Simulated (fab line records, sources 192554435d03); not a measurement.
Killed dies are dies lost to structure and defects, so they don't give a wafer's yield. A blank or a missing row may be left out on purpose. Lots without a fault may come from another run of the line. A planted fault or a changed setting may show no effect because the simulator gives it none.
Chamber matching | flow n5_finfet | N5_BEOL_M3_STRIP_66 on rie_diel-02: 4 sister chambers
The step strips in CF4. 4 wafers are shown with their chamber, then 7 later ones without.

WAFERS WITH THEIR CHAMBER
wafer  | chamber | showerhead_plenum_p_Torr (Torr)
L081.5 | 3       | 1.84
L081.6 | 0       | 1.86
L091.1 | 2       | 1.74
L091.2 | 1       | 1.76

WAFERS WITHOUT THEIR CHAMBER
wafer  | showerhead_plenum_p_Torr (Torr)
L091.3 | 1.86
L093.1 | 1.76
L093.5 | 1.85
L093.6 | 1.84
L096.1 | 1.74
L096.3 | 1.84
L096.6 | 1.76

WHICH CHAMBER EACH WENT THROUGH
wafer  | from the rows above     | in truth
L091.3 | 0                       | 0
L093.1 | 1                       | 1
L093.5 | can't be placed: 0 or 3 | 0
L093.6 | 3                       | 3
L096.1 | 2                       | 2
L096.3 | 3                       | 3
L096.6 | 1                       | 1
Placed correctly: 6 of 7. Can't be placed from these rows: 1 (the true chamber is among the candidates in 1). Placed wrongly: 0.
How it was worked out, from the rows above alone: a wafer's distance from a chamber is the root of the sum, over the readings, of the square of ((its reading less the chamber's mean) divided by the reading's scatter). The wafer belongs to the nearest chamber; if the next one is less than 2 further off, it can't be placed. A chamber's mean is the mean of its shown wafers. The scatter: with one shown wafer a chamber, the root of the mean of the squares of how far each hidden wafer lies from its nearest shown one.
